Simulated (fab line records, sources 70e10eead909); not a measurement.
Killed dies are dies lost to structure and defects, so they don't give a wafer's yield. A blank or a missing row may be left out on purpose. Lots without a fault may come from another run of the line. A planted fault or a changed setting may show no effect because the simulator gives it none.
Which tool did it? | flow nand_harc | 12 lots, 36 wafers sampled, at 6 steps of a route of 1302

WHAT THE GAUGES READ, wafer by wafer
NHARC_P_STI_INSPECT_25.
lot  | measured     | on                | raw_defect_count
L587 | day 4 04:17  | defect_inspect-01 | 173 207 205
L589 | day 4 18:55  | defect_inspect-01 | 134 207 168
L590 | day 5 07:23  | defect_inspect-02 | 183 201 236
L591 | day 5 15:58  | defect_inspect-01 | 260 380 364
L592 | day 5 23:00  | defect_inspect-02 | 220 206 186
L593 | day 6 12:40  | defect_inspect-01 | 227 220 74
L600 | day 9 09:33  | defect_inspect-01 | 172 168 91
L602 | day 10 03:38 | defect_inspect-01 | 300 161 280
L606 | day 11 23:09 | defect_inspect-01 | 270 221 290
L607 | day 12 06:43 | defect_inspect-01 | 181 220 258
L608 | day 12 21:25 | defect_inspect-01 | 115 283 227
L610 | day 13 13:47 | defect_inspect-01 | 343 175 209

NHARC_P_GATE_CD_MEAS_59: target cd 720 nm.
lot  | measured     | on        | cd_nm (nm)
L587 | day 5 17:40  | cd_sem-03 | 721.5 717.1 719.0
L589 | day 6 07:08  | cd_sem-03 | 722.0 719.5 718.7
L590 | day 7 01:13  | cd_sem-02 | 721.8 721.8 723.5
L591 | day 7 06:12  | cd_sem-02 | 723.7 720.6 722.6
L592 | day 7 11:09  | cd_sem-03 | - - -
L593 | day 8 02:52  | cd_sem-02 | 722.7 718.7 718.3
L600 | day 11 00:05 | cd_sem-03 | 716.9 721.1 720.9
L602 | day 11 17:49 | cd_sem-03 | 721.5 718.4 721.0
L606 | day 13 14:09 | cd_sem-03 | 724.4 720.1 723.2
L607 | day 14 02:38 | cd_sem-03 | 720.4 722.1 719.6
L608 | day 14 18:56 | cd_sem-02 | 717.5 720.8 721.8
L610 | day 15 05:38 | cd_sem-03 | 716.7 717.8 720.2

NHARC_END_SORT_01.
lot  | measured     | on        | killed_at_array | killed_at_other | killed_at_periphery | killed_dies | killed_open | killed_short
L592 | day 26 00:35 | prober-01 | 43 49 45        | 0 4 0           | 634 624 632         | 677 677 677 | 3 3 1       | 1 3 2

WHICH TOOL RAN EACH LOT (tool, then ch and the chambers of the sampled wafers, then the start)
lot  | NHARC_P_GATE_ETCH_114                         | NHARC_P_GATE_EXPOSE_56            | NHARC_P_GATE_STRIP_113
L587 | rie_diel-07 ch 0,2,3, day 5 17:30 or earlier  | krf_scanner-02 ch 0, day 5 17:30  | plasma_asher-02 ch 0,1, day 5 19:53
L589 | rie_diel-11 ch 0,1, day 6 06:59 or earlier    | krf_scanner-03 ch 0, day 6 06:59  | plasma_asher-02 ch 0, day 6 09:22
L590 | rie_diel-11 ch 0,1,3, day 7 01:04 or earlier  | krf_scanner-03 ch 0, day 7 01:04  | plasma_asher-01 ch 0,1, day 7 03:49
L591 | rie_diel-07 ch 1,3, day 7 06:03 or earlier    | krf_scanner-03 ch 0, day 7 06:03  | plasma_asher-01 ch 0,1, day 7 08:41
L592 | rie_diel-03 ch 0,2,3, day 7 10:59 or earlier  | krf_scanner-03 ch 0, day 7 10:59  | plasma_asher-01 ch 0, day 7 13:25
L593 | rie_diel-03 ch 0,2, day 8 02:42 or earlier    | krf_scanner-02 ch 0, day 8 02:42  | plasma_asher-02 ch 0,1, day 8 05:36
L600 | rie_diel-03 ch 0,1,2, day 10 23:56 or earlier | krf_scanner-02 ch 0, day 10 23:56 | plasma_asher-01 ch 1, day 11 02:28
L602 | rie_diel-11 ch 1,3, day 11 17:40 or earlier   | krf_scanner-03 ch 0, day 11 17:40 | plasma_asher-01 ch 0,1, day 11 20:10
L606 | rie_diel-07 ch 0,1,3, day 13 14:00 or earlier | krf_scanner-02 ch 0, day 13 14:00 | plasma_asher-02 ch 0,1, day 13 16:28
L607 | rie_diel-11 ch 0,1,2, day 14 02:29 or earlier | krf_scanner-03 ch 0, day 14 02:29 | plasma_asher-02 ch 0,1, day 14 09:01
L608 | rie_diel-03 ch 0,1,3, day 14 18:46 or earlier | krf_scanner-01 ch 0, day 14 18:46 | plasma_asher-01 ch 0,1, day 14 21:38
L610 | rie_diel-11 ch 0,1,3, day 15 05:28 or earlier | krf_scanner-02 ch 0, day 15 05:28 | plasma_asher-02 ch 1, day 15 07:45
- NHARC_P_GATE_ETCH_114: etches the open film in CF4/O2, target depth 30 nm, overetch 3 nm, time 16.5 s.
- NHARC_P_GATE_EXPOSE_56: exposes mask P PSD, target cd 720 nm.
- NHARC_P_GATE_STRIP_113: strips in N2/H2, time 740 s.

WHAT THE TOOLS THEMSELVES READ (means of the sampled wafers that have a number; where no wafer has one, the mark that the record gives instead)
NHARC_P_GATE_ETCH_114.
lot  | tool        | drypump_motor_current_A (A) | oes_ar_750_au (a.u.) | oes_o_777_au (a.u.) | oes_product_au (a.u.) | rf_vpp_V (V) | showerhead_plenum_p_Torr (Torr) | throttle_valve_pct (%)
L587 | rie_diel-07 | 6.0                         | 0.997                | 0.996               | 0.998                 | 197.7        | 1.33                            | 13.388
L589 | rie_diel-11 | 5.6                         | 0.998                | 1.000               | 1.011                 | 197.0        | 1.32                            | 13.386
L590 | rie_diel-11 | 5.6                         | 1.001                | 1.002               | 1.014                 | 197.8        | 1.36                            | 13.394
L591 | rie_diel-07 | 5.9                         | 1.001                | 0.997               | 1.003                 | 197.2        | 1.30                            | 13.395
L592 | rie_diel-03 | 5.9                         | 0.996                | 1.002               | 0.996                 | 197.7        | 1.36                            | 13.389
L593 | rie_diel-03 | 5.8                         | 0.998                | 0.999               | 1.008                 | 198.1        | 1.32                            | 13.390
L600 | rie_diel-03 | 5.8                         | 1.009                | 0.999               | 1.001                 | 198.1        | 1.34                            | 13.403
L602 | rie_diel-11 | 5.9                         | 1.004                | 1.001               | 1.012                 | 198.6        | 1.35                            | 13.391
L606 | rie_diel-07 | 6.0                         | 0.997                | 1.000               | 1.001                 | 196.9        | 1.30                            | 13.398
L607 | rie_diel-11 | 6.0                         | 0.999                | 1.001               | 1.002                 | 198.8        | 1.35                            | 13.396
L608 | rie_diel-03 | 5.8                         | 0.997                | 1.005               | 1.011                 | 198.1        | 1.35                            | 13.399
L610 | rie_diel-11 | 5.7                         | 0.998                | 1.000               | 1.003                 | 198.6        | 1.36                            | 13.397

NHARC_P_GATE_STRIP_113.
lot  | tool            | drypump_motor_current_A (A) | heater_power_w (W) | temp_c (C)
L587 | plasma_asher-02 | 6.2                         | 80                 | 110.03
L589 | plasma_asher-02 | 6.0                         | 78                 | 110.18
L590 | plasma_asher-01 | 5.5                         | 81                 | 109.96
L591 | plasma_asher-01 | 5.5                         | 83                 | 110.02
L592 | plasma_asher-01 | 5.4                         | 84                 | 109.94
L593 | plasma_asher-02 | 6.3                         | 83                 | 109.86
L600 | plasma_asher-01 | 5.5                         | 83                 | 110.13
L602 | plasma_asher-01 | 5.5                         | 85                 | 109.81
L606 | plasma_asher-02 | 6.3                         | 84                 | 110.11
L607 | plasma_asher-02 | 6.2                         | 83                 | 110.01
L608 | plasma_asher-01 | 5.5                         | 84                 | 110.03
L610 | plasma_asher-02 | 6.5                         | 87                 | 109.93

THE ANSWER, worked out from the rows above alone
Rule: what is usual is taken from the lots themselves. Put in order of their means at a reading, lots are off if they are a third of the lots or fewer, leave a main group of 4 or more, and stand apart from it by a gap of 3 or more times the standard deviation of the main group's means; of several such gaps the widest counts. A main group whose means are all the same, to the digits that the tables above print for the reading, isn't used. A lot without any number at a reading at which 4 lots or more have one is off too. The other lots that the step has rows for count as sound. The gauges are gone through in route order, then the tools' own readings, and for those a lot's mean is taken as printed above. The first step at which some lot is off is used, and at that step the reading that is off furthest; a lot without a number counts as furthest.
Off: L592, at NHARC_P_GATE_CD_MEAS_59 (cd_nm). Without a number there: L592. The main group: mean 720.5 nm, standard deviation 1.3.
A tool fits if, at a process step before that reading, it ran every lot that is off, and no sound lot after the first of them. The gauges at NHARC_P_GATE_CD_MEAS_59 are tried like those tools. NHARC_P_GATE_ETCH_114 gives no start for some lots, so the hours and the order of its lots are those of NHARC_P_GATE_EXPOSE_56. None of those tried fits.

WHAT THE SIMULATOR HAD PUT IN
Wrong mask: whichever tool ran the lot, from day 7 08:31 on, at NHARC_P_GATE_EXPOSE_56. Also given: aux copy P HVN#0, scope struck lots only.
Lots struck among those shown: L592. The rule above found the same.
